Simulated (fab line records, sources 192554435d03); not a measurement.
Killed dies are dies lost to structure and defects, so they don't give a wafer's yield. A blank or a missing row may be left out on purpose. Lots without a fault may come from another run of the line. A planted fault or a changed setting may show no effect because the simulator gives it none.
fab line records | flow n5_finfet
record lots=6 wafers=18 last_day=19
route steps=1938 shown BEOL_M7@1308 PASSIVATION@1936
lots that met no fault: from a run of the same line without faults
start_h: hours from the record's first day to the start of the lot's first wafer shown | wait_h: hours since the lot's step before | " the same as in the row above | L1.1+2: a row that stands for several wafers | - no value, or no start given | * or withheld: withheld | < > ~ a bound
route shown NAME@n: a module of which the file shows steps, and the number in the route of the first | usual: mean/standard deviation of fault-free wafers | same: alike in all rows | chamber/n: place in a boat | sites: the reading at each site | _std_site: their standard deviation | _edge_site: outer sites' mean less inner sites' | radius_mm: how far each site lies from the wafer's centre | mask NAME#n: copy n | behind: the tool/chamber that last shaped the wafer | hold: why the lot was held/for how many hours/how that ended | device: the transistor (n, p or np) that didn't switch | end of line: the same wafers' tests at the end of the route | a step without rows: its recipe alone | killed: dies lost to structure and defects at the first sort, not the wafer's yield | map: a wafer's dies, x killed, . not, _ none there
set.NAME: the setting as run; set.NAME@STEP: as run at that earlier step | model.NAME: the simulator's own value behind a step, which no gauge read
lots at some steps of the route; a table a step, a row a wafer
services: from which hour (start_h, from the record's first day; less than 0 if before it) a tool's chamber was out of use, for how many hours, and why
## steps
# step N5_BEOL_M7_TRENCH_ETCH_37
# recipe chemistry=C4F6/O2 target_depth_a=934.78 target=SiCOH_lowk time_s=31.2 ion_energy_ev=250 pressure_mtorr=30 source_w=345 bias_w=185 Ar_flow_sccm=300 C4F6_flow_sccm=10 O2_flow_sccm=10
# usual drypump_motor_current_A=5.6/0.45 oes_f_703_au=0.80/0.1 oes_product_au=0.80/0.098 rf_vpp_V=669/20 showerhead_plenum_p_Torr=2.90/0.093 throttle_valve_pct=20.9/0.3
# columns lot.wafer tool chamber start_h wait_h drypump_motor_current_A oes_f_703_au oes_product_au rf_hours_counter_h rf_vpp_V showerhead_plenum_p_Torr throttle_valve_pct
L296.1 rie_diel-02 1 - - 5.9 0.74 0.70 189 658 2.95 21.2
L296.3 " 0 " " 6.0 0.71 0.72 197 680 2.83 21.1
L296.6 " 1 " " 5.9 0.73 0.70 - 657 2.95 21.2
L299.1 rie_diel-05 2 - - 5.8 0.91 0.90 32 647 2.76 20.5
L299.5 " 0 " " 6.5 0.70 0.70 - 692 2.97 21.4
L299.6 " 2 " " 5.8 0.92 0.90 - 649 2.77 20.5
L306.2 rie_diel-04 0 - - 5.3 0.89 0.88 33 701 3.00 20.4
L306.4 " 2 " " 4.9 0.82 0.79 - 633 2.87 20.9
L306.5 " 3 " " 5.0 0.78 0.86 - 680 2.93 20.7
L308.1 rie_diel-02 1 - - 5.9 0.72 0.69 210 658 2.94 21.2
L308.2 " 2 " " 5.7 0.97 0.95 9 652 2.81 21.0
L308.3 " 3 " " 5.4 0.82 0.85 63 673 2.99 20.7
L312.2 rie_diel-02 0 - - 6.0 0.68 0.70 227 682 2.81 21.1
L312.3 " 3 " " 5.4 0.81 0.83 72 674 2.98 20.7
L312.5 " 0 " " 6.1 0.69 0.70 - 680 2.81 21.1
L318.1 rie_diel-04 2 - - 4.9 0.79 0.76 145 632 2.86 20.9
L318.2 " 1 " " 6.2 0.93 0.91 32 691 3.06 21.2
L318.6 " 0 " " 5.3 0.85 0.84 - 701 2.99 20.5
# step N5_BEOL_M7_ETCH_41
# recipe chemistry=CH3F/O2 target=SiCN target_depth_a=319 taper_deg=2 time_s=57.8 ion_energy_ev=120 mask_material=TiN pressure_mtorr=30 source_w=395 bias_w=75 Ar_flow_sccm=150 CH3F_flow_sccm=30 O2_flow_sccm=20
# usual drypump_motor_current_A=5.6/0.45 oes_product_au=0.80/0.099 rf_vpp_V=298.1/1.4 showerhead_plenum_p_Torr=2.04/0.069 throttle_valve_pct=16.29/0.28
# columns lot.wafer tool chamber start_h wait_h drypump_motor_current_A oes_product_au rf_hours_counter_h rf_vpp_V showerhead_plenum_p_Torr throttle_valve_pct
L296.1 rie_diel-02 1 - - 5.9 0.70 189 297.3 2.07 16.55
L296.3 " 0 " " 6.0 0.72 197 296.8 1.99 16.50
L296.6 " 1 " " 5.9 0.70 - 298.1 2.07 16.56
L299.1 rie_diel-05 2 - - 5.8 0.90 33 294.7 1.94 15.92
L299.5 " 0 " " 6.4 0.70 - 299.4 2.09 16.79
L299.6 " 2 " " 5.8 0.89 - 297.4 1.94 15.92
L306.2 rie_diel-04 0 - - 5.2 0.88 33 299.4 2.12 15.82
L306.4 " 2 " " 4.9 0.79 - 296.6 2.02 16.29
L306.5 " 3 " " 5.0 0.87 - 297.8 2.05 15.96
L308.1 rie_diel-02 1 - - 5.9 0.69 210 297.5 2.06 16.60
L308.2 " 2 " " 5.7 0.94 9 297.5 1.98 16.32
L308.3 " 3 " " 5.4 0.84 63 299.2 2.11 16.12
L312.2 rie_diel-02 0 - - 6.0 0.70 227 296.5 1.98 16.55
L312.3 " 3 " " 5.4 0.84 72 299.2 2.11 16.13
L312.5 " 0 " " 6.0 0.70 - 296.9 1.98 16.54
L318.1 rie_diel-04 2 - - 4.9 0.76 145 296.5 2.01 16.36
L318.2 " 1 " " 6.2 0.92 32 299.4 2.15 16.39
L318.6 " 0 " " 5.2 0.85 - 300.0 2.11 15.89
# step N5_BEOL_M7_STRIP_80
# recipe chemistry=N2/H2 time_s=10 power_w=450 temp_c=40 pressure_mtorr=20 rf_frequency_hz=6e+07 bias_power_w=7 n2_flow_sccm=200 h2_flow_sccm=200
# step N5_BEOL_M7_OCD_MEAS_38
# usual trench_depth_nm=92.4/2.1
# columns lot.wafer tool chamber start_h wait_h trench_depth_nm
L296.1 ocd-01 - 214.17 - 88.9
L296.3 " - " " 89.9
L296.6 " - " " 88.4
L299.1 ocd-01 - 228.15 - 94.1
L299.5 " - " " 90.7
L299.6 " - " " 93.3
L306.2 ocd-02 - 262.57 - 90.9
L306.4 " - " " 94.8
L306.5 " - " " 92.9
L308.1 ocd-02 - 274.60 - 89.4
L308.2 " - " " 94.3
L308.3 " - " " 93.9
L312.2 ocd-02 - 302.46 - 90.2
L312.3 " - " " 92.6
L312.5 " - " " 90.9
L318.1 ocd-01 - 366.29 - 93.7
L318.2 " - " " 93.0
L318.6 " - " " 93.8
# step N5_BEOL_M7_HM_STRIP_39
# recipe chemistry=peroxide_tin_strip material=TiN target_depth_a=250 temp_c=50 time_s=158
# step N5_BEOL_M7_SRD_40
# recipe time_s=30 temp_c=23 rinse_liquid=diw dry=ipa_marangoni
# step N5_BEOL_M7_PRECLEAN_42
# recipe chemistry=residue_remover time_s=60 temp_c=40
# step N5_BEOL_M7_SRD_43
# recipe time_s=30 temp_c=23 rinse_liquid=diw dry=ipa_marangoni
# step N5_BEOL_M7_CD_MEAS_35
# recipe target_cd_nm=40 polarity=opening
# usual cd_nm=40.2/0.64
# columns lot.wafer tool chamber start_h wait_h cd_nm
L296.1 cd_sem-02 - 214.32 0.0 40.7
L296.3 " - " " 39.3
L296.6 " - " " 40.9
L299.1 cd_sem-03 - 228.30 0.0 40.2
L299.5 " - " " 39.5
L299.6 " - " " 41.2
L306.2 cd_sem-03 - 262.73 0.0 40.0
L306.4 " - " " 39.3
L306.5 " - " " 41.3
L308.1 cd_sem-01 - 274.76 0.0 39.6
L308.2 " - " " 39.5
L308.3 " - " " 39.4
L312.2 cd_sem-03 - 302.61 0.0 40.3
L312.3 " - " " 39.7
L312.5 " - " " 39.8
L318.1 cd_sem-02 - 366.44 0.0 40.3
L318.2 " - " " 39.3
L318.6 " - " " 40.0
# step N5_BEOL_M7_CURE_75
# recipe temp_c=370 time_s=120 ambient=DMADMS/He material=SiCOH_lowk
# usual lamp_power_pct=52.32/0.055 wafer_temp_C_max=372.1/0.66
# columns lot.wafer tool chamber start_h wait_h lamp_power_pct wafer_temp_C_max
L296.1 uv_cure-03 2 214.37 0.0 52.29 373.2
L296.3 " 2 " " 52.31 372.3
L296.6 " 2 " " 52.39 373.7
L299.1 uv_cure-02 1 228.34 0.0 52.34 371.9
L299.5 " 1 " " 52.20 371.2
L299.6 " 1 " " 52.31 371.7
L306.2 uv_cure-02 2 262.82 0.1 52.32 372.7
L306.4 " 2 " " 52.31 372.2
L306.5 " 2 " " 52.37 372.0
L308.1 uv_cure-02 0 274.81 0.0 52.32 371.2
L308.2 " 0 " " 52.30 371.6
L308.3 " 0 " " 52.30 371.3
L312.2 uv_cure-02 0 302.83 0.2 52.16 371.6
L312.3 " 0 " " 52.28 371.1
L312.5 " 0 " " 52.28 371.1
L318.1 uv_cure-03 0 366.48 0.0 52.31 372.0
L318.2 " 0 " " 52.28 371.3
L318.6 " 0 " " 52.30 371.0
# step N5_BEOL_M7_DEGAS_44
# recipe ambient=vacuum temp_c=250 time_s=60
# step N5_BEOL_M7_PRE_CLEAN_45
# recipe gas=H2/He time_s=30 temp_c=250
# usual heater_power_w=339/44
# columns lot.wafer tool chamber start_h wait_h heater_power_w
L296.1 pvd_sputter-01 - 214.78 0.0 318
L296.3 " - " " 341
L296.6 " - " " 337
L299.1 pvd_sputter-03 - 229.06 0.0 313
L299.5 " - " " 357
L299.6 " - " " 317
L306.2 pvd_sputter-02 - 263.53 0.0 414
L306.4 " - " " 301
L306.5 " - " " 274
L308.1 pvd_sputter-01 - 275.17 0.0 343
L308.2 " - " " 299
L308.3 " - " " 358
L312.2 pvd_sputter-01 - 303.36 0.0 348
L312.3 " - " " 350
L312.5 " - " " 338
L318.1 pvd_sputter-02 - 367.03 0.0 405
L318.2 " - " " 306
L318.6 " - " " 276
# step N5_BEOL_M7_ALD_77
# recipe material=TaN target_thk_a=20 temp_c=275 ald_precursor_family=PDMAT ald_co_reactant=NH3 pressure_torr=3 carrier_flow_sccm=1500 pulse_time_s=2 purge_time_s=3 co_reactant_purge_time_s=2 co_reactant_pulse_time_s=3 ald_cycles=40 precursor_vessel_temp_c=75 precursor_vessel_pressure_torr=26.25 precursor_vessel_carrier_sccm=1000
# usual ald_cycles=40/0 chamber_pressure_Torr=2.999/0.006 heater_power_w=443/54 precursor_vessel_temp_c=75.00/0.13
# columns lot.wafer tool chamber start_h wait_h ald_cycles chamber_pressure_Torr heater_power_w precursor_vessel_temp_c
L296.1 ald_metal-04 3 214.84 0.0 40 2.998 429 74.74
L296.3 " 1 " " 40 3.009 436 75.19
L296.6 " 1 " " 40 3.004 449 75.06
L299.1 ald_metal-02 0 229.18 0.1 40 3.009 501 75.12
L299.5 " 3 " " 40 3.002 389 74.82
L299.6 " 2 " " 40 2.993 419 74.69
L306.2 ald_metal-02 0 263.81 0.3 44 2.989 508 74.99
L306.4 " 2 " " 40 2.992 415 74.92
L306.5 " 2 " " 40 2.991 406 74.93
L308.1 ald_metal-02 1 275.25 0.1 40 3.002 553 75.08
L308.2 " 0 " " 44 2.989 495 75.05
L308.3 " 3 " " 40 2.991 392 74.95
L312.2 ald_metal-01 2 303.51 0.1 40 2.992 447 75.02
L312.3 " 1 " " 40 3.001 436 75.00
L312.5 " 2 " " 40 2.995 436 74.99
L318.1 ald_metal-02 0 367.11 0.1 40 2.990 493 74.95
L318.2 " 3 " " 40 3.005 372 75.17
L318.6 " 1 " " 40 2.995 557 75.01
# step N5_BEOL_M7_SURFACE_TREAT_79
# recipe gas=Ar time_s=* ion_energy_ev=* ion_current_ma_cm2=0.5 pressure_mtorr=* ar_flow_sccm=30
# usual throttle_valve_pct=*
# columns lot.wafer tool chamber start_h wait_h throttle_valve_pct
L296.1 pvd_sputter-03 - 215.18 0.2 *
L296.3 " - " " *
L296.6 " - " " *
L299.1 pvd_sputter-03 - 231.10 1.8 *
L299.5 " - " " *
L299.6 " - " " *
L306.2 pvd_sputter-02 - 264.23 0.3 *
L306.4 " - " " *
L306.5 " - " " *
L308.1 pvd_sputter-03 - 275.66 0.3 *
L308.2 " - " " *
L308.3 " - " " *
L312.2 pvd_sputter-02 - 305.48 1.8 *
L312.3 " - " " *
L312.5 " - " " *
L318.1 pvd_sputter-02 - 367.43 0.2 *
L318.2 " - " " *
L318.6 " - " " *
# step N5_PASSIVATION_PROBE_49
# usual defect_limited_yield=91.5/1.7 killed_at_M0_to_M3=33/11 killed_at_M4_up=13/5.2 killed_at_contacts=11/5.7 killed_at_front_end=39/11 killed_at_other=4/3 killed_dies=101/20 killed_open=66/15 killed_short=33/8.4 sort_bin_5_function=5.0/1.1 sort_bin_6_memory=3.2/0.69 sort_n_pass=1078/20 sort_yield_pct=91.4/1.7
# same gross_dies=1180 killed_at_back_side=0 sort_bin_4_leakage[%]=0 sort_bin_8_speed[%]=0
# columns lot.wafer tool chamber start_h wait_h defect_limited_yield[%] killed_at_M0_to_M3 killed_at_M4_up killed_at_contacts killed_at_front_end killed_at_other killed_dies killed_open killed_short sort_bin_5_function[%] sort_bin_6_memory[%] sort_n_pass sort_yield_pct[%]
L296.1 prober-02 - 288.05 0.0 90.6 29 17 8 57 0 111 73 36 4.7 4.5 1069 90.6
L296.3 prober-02 - 288.15 0.1 91.7 30 18 9 40 1 98 66 31 4.8 3.1 1082 91.7
L296.6 prober-02 - 288.30 0.3 91.8 34 23 1 39 0 97 60 33 4.9 3.2 1083 91.8
L299.1 prober-01 - 308.08 0.0 91.4 30 14 13 39 6 102 63 36 5.1 3.2 1078 91.4
L299.5 prober-01 - 308.28 0.2 92.8 26 11 13 30 5 85 57 25 3.9 3.1 1095 92.8
L299.6 prober-01 - 308.33 0.3 88.1 42 17 29 42 10 140 102 37 7.2 4.2 1040 88.1
L306.2 prober-01 - 337.37 0.1 92.9 27 14 14 27 2 84 67 17 4.2 2.6 1096 92.9
L306.4 prober-01 - 337.47 0.2 92.5 30 16 7 34 2 89 56 29 5.1 2.3 1091 92.5
L306.5 prober-01 - 337.52 0.2 93.6 28 17 7 20 3 75 49 24 4.0 2.0 1105 93.6
L308.1 prober-01 - 364.11 0.0 89.6 48 13 17 44 1 123 91 30 5.4 4.6 1057 89.6
L308.2 prober-01 - 364.16 0.1 89.7 49 16 10 42 5 122 84 38 6.5 3.2 1058 89.7
L308.3 prober-01 - 364.21 0.1 90.2 45 12 10 44 5 116 86 29 6.3 3.2 1064 90.2
L312.2 prober-02 - 385.98 0.1 92.4 13 16 14 41 6 90 53 37 4.5 2.7 1090 92.4
L312.3 prober-02 - 386.03 0.1 91.9 26 15 8 39 7 95 55 39 5.3 2.6 1085 91.9
L312.5 prober-02 - 386.13 0.2 91.4 27 12 16 39 8 102 77 25 5.1 3.2 1078 91.4
L318.1 prober-02 - 447.81 0.0 91.9 24 15 11 39 6 95 56 34 4.7 3.2 1085 91.9
L318.2 prober-02 - 447.86 0.1 92.6 30 15 13 27 2 87 52 32 4.1 3.2 1093 92.6
L318.6 prober-02 - 448.06 0.3 91.9 21 16 3 40 15 95 61 32 4.5 3.4 1085 91.9
# killed by level:class
L296.1 STI_FIN_REVEAL:geometric_particle:open=16 FIN_SAQP:geometric_particle:short=12 FIN_SAQP:geometric_particle:open=11 BEOL_M1:geometric_particle:open=7 MOL_CONTACT_COAG:geometric_particle:open=7 BEOL_M4:geometric_particle:open=5 STI_FIN_REVEAL:geometric_particle:short=5 BEOL_M0_SAQP:geometric_particle:short=5
L296.3 BEOL_M3:geometric_particle:open=9 BEOL_M1:geometric_particle:open=9 MOL_CONTACT_COAG:geometric_particle:open=8 FIN_SAQP:geometric_particle:short=7 FIN_SAQP:geometric_particle:open=7 GATE_CUT:geometric_particle:open=6 DUMMY_GATE:geometric_particle:open=5 STI_FIN_REVEAL:geometric_particle:open=4
L296.6 FIN_SAQP:geometric_particle:open=12 BEOL_M0_SAQP:geometric_particle:short=12 BEOL_M0_SAQP:geometric_particle:open=8 FIN_SAQP:geometric_particle:short=7 STI_FIN_REVEAL:geometric_particle:open=7 BEOL_M1:geometric_particle:open=6 BEOL_M4:geometric_particle:open=6 BEOL_M8:geometric_particle:open=4
L299.1 FIN_SAQP:geometric_particle:open=13 FIN_SAQP:geometric_particle:short=11 BEOL_M3:geometric_particle:open=11 MOL_CONTACT_COAG:geometric_particle:open=10 BEOL_M0_SAQP:geometric_particle:short=10 BEOL_M4:geometric_particle:open=7 BEOL_M0_SAQP:geometric_particle:open=4 STARTING-WAFER:geometric_particle:short=4
L299.5 MOL_CONTACT_COAG:geometric_particle:open=9 STI_FIN_REVEAL:geometric_particle:open=8 BEOL_M0_SAQP:geometric_particle:short=7 BEOL_M0_SAQP:geometric_particle:open=6 FIN_SAQP:geometric_particle:short=5 DUMMY_GATE:geometric_particle:open=4 BEOL_M3:geometric_particle:open=4 GATE_CUT:geometric_particle:short=4
L299.6 BEOL_M3:geometric_particle:open=23 MOL_CONTACT_COAG:geometric_particle:open=20 BEOL_M4:geometric_particle:open=11 STI_FIN_REVEAL:geometric_particle:open=9 FIN_SAQP:geometric_particle:open=8 MOL_CONTACT_COAG:geometric_particle:short=8 FIN_SAQP:geometric_particle:short=6 ILD0:geometric_particle:open=6
L306.2 MOL_CONTACT_COAG:geometric_particle:open=14 FIN_SAQP:geometric_particle:open=11 BEOL_M0_SAQP:geometric_particle:open=7 BEOL_M2:geometric_particle:open=7 BEOL_M1:geometric_particle:open=5 BEOL_M4:geometric_particle:open=5 STARTING-WAFER:geometric_particle:open=4 BEOL_M0_SAQP:geometric_particle:short=3
L306.4 BEOL_M2:geometric_particle:open=9 BEOL_M0_SAQP:geometric_particle:short=8 FIN_SAQP:geometric_particle:open=6 STI_FIN_REVEAL:geometric_particle:open=5 BEOL_M0_SAQP:geometric_particle:open=5 MOL_CONTACT_COAG:geometric_particle:open=5 GATE_CUT:geometric_particle:short=4 GATE_CUT:geometric_particle:open=4
L306.5 BEOL_M0_SAQP:geometric_particle:open=6 BEOL_M2:geometric_particle:open=6 BEOL_M4:geometric_particle:open=6 BEOL_M3:geometric_particle:open=5 STI_FIN_REVEAL:geometric_particle:open=4 MOL_CONTACT_COAG:geometric_particle:open=4 BEOL_M0_SAQP:geometric_particle:short=4 MOL_CONTACT_COAG:geometric_particle:short=3
L308.1 STI_FIN_REVEAL:geometric_particle:open=16 MOL_CONTACT_COAG:geometric_particle:open=14 BEOL_M3:geometric_particle:open=10 BEOL_M0_SAQP:geometric_particle:open=9 BEOL_M2:geometric_particle:open=8 FIN_SAQP:geometric_particle:open=7 BEOL_M0_SAQP:geometric_particle:short=6 BEOL_M4:geometric_particle:open=5
L308.2 STI_FIN_REVEAL:geometric_particle:open=14 BEOL_M2:geometric_particle:open=10 MOL_CONTACT_COAG:geometric_particle:open=9 BEOL_M1:geometric_particle:open=9 BEOL_M4:geometric_particle:open=8 BEOL_M0_SAQP:geometric_particle:short=7 BEOL_M3:geometric_particle:open=7 FIN_SAQP:geometric_particle:short=5
L308.3 STI_FIN_REVEAL:geometric_particle:open=13 BEOL_M3:geometric_particle:open=13 MOL_CONTACT_COAG:geometric_particle:open=8 BEOL_M2:geometric_particle:open=8 FIN_SAQP:geometric_particle:open=6 DUMMY_GATE:geometric_particle:open=6 BEOL_M1:geometric_particle:open=6 ILD0:geometric_particle:open=5
L312.2 FIN_SAQP:geometric_particle:short=12 STI_FIN_REVEAL:geometric_particle:open=12 MOL_CONTACT_COAG:geometric_particle:open=10 FIN_SAQP:geometric_particle:open=5 BEOL_M5:geometric_particle:open=5 BEOL_M4:geometric_particle:short=4 GATE_CUT:geometric_particle:short=4 MOL_CONTACT_COAG:geometric_particle:short=4
L312.3 FIN_SAQP:geometric_particle:short=15 FIN_SAQP:geometric_particle:open=9 BEOL_M0_SAQP:geometric_particle:short=9 BEOL_M0_SAQP:geometric_particle:open=6 MOL_CONTACT_COAG:geometric_particle:open=5 BEOL_M5:geometric_particle:open=5 BEOL_M3:geometric_particle:open=4 BEOL_M4:geometric_particle:open=4
L312.5 MOL_CONTACT_COAG:geometric_particle:open=16 FIN_SAQP:geometric_particle:open=9 STI_FIN_REVEAL:geometric_particle:open=7 BEOL_M3:geometric_particle:open=6 BEOL_M4:geometric_particle:open=6 FIN_SAQP:geometric_particle:short=5 BEOL_M0_SAQP:geometric_particle:open=5 BEOL_M0_SAQP:geometric_particle:short=5
L318.1 FIN_SAQP:geometric_particle:open=10 MOL_CONTACT_COAG:geometric_particle:open=10 FIN_SAQP:geometric_particle:short=9 STI_FIN_REVEAL:geometric_particle:open=7 BEOL_M3:geometric_particle:short=5 BEOL_M4:geometric_particle:open=5 BEOL_M2:geometric_particle:open=4 BEOL_M3:geometric_particle:open=4
L318.2 MOL_CONTACT_COAG:geometric_particle:open=10 FIN_SAQP:geometric_particle:open=6 STI_FIN_REVEAL:geometric_particle:open=6 BEOL_M0:geometric_particle:short=6 BEOL_M1:geometric_particle:short=6 BEOL_M3:geometric_particle:open=6 BEOL_M0:geometric_particle:open=5 BEOL_M4:geometric_particle:open=5
L318.6 FIN_SAQP:geometric_particle:open=11 STI_FIN_REVEAL:geometric_particle:open=8 GATE_CUT:geometric_particle:short=6 BEOL_M3:geometric_particle:open=6 BEOL_M4:geometric_particle:open=5 FIN_SAQP:geometric_particle:short=4 BEOL_M2:geometric_particle:open=4 PASS1_CAP:geometric_particle:open=4
## services
# columns tool chamber start_h hours kind
rie_diel-04 1 190.80 1.3 repair
rie_diel-02 2 204.99 - clean
rie_diel-02 2 204.99 - consumable_replace:focus_ring
rie_diel-02 2 204.99 19.7 scheduled_down
rie_diel-02 2 204.99 19.7 vent_cycle
ald_metal-01 - 206.61 2.8 pm
uv_cure-03 - 211.45 2.8 pm
rie_diel-05 - 229.87 0.2 repair
ald_metal-01 - 245.27 1.1 repair
uv_cure-03 - 246.66 0.9 repair
uv_cure-02 - 252.05 1.0 pm
rie_diel-04 1 253.38 - clean
uv_cure-02 - 263.66 7.5 pm
rie_diel-02 2 266.68 5.1 repair
uv_cure-03 - 284.76 1.0 pm
rie_diel-05 - 319.34 2.8 pm
rie_diel-04 0 324.21 1.2 repair
ald_metal-01 2 325.11 29.9 repair
rie_diel-02 - 330.92 3.4 repair
ald_metal-04 - 338.55 1.0 repair
ald_metal-01 - 339.55 6.0 pm
ald_metal-01 - 350.12 1.0 repair
pvd_sputter-01 - 354.49 2.5 repair
ald_metal-04 1 359.88 18.0 repair
## key
first_sign step=N5_BEOL_M7_ALD_77 reading=ald_cycles direction=up sigmas=99+ usual=* struck=*
effect none on later readings
met_at N5_BEOL_M7_ALD_77
struck_wafers L306.2,L308.2
onset_between 229.18 263.81
fault kind=process_parameter_drift tool=ald_metal-02 chamber=- onset_h=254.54 steps=N5_BEOL_M7_ALD_77 channel=ald_cycles offset=* shape=step end_h=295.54 scope=struck_wafers_only acts_in=* stated=*
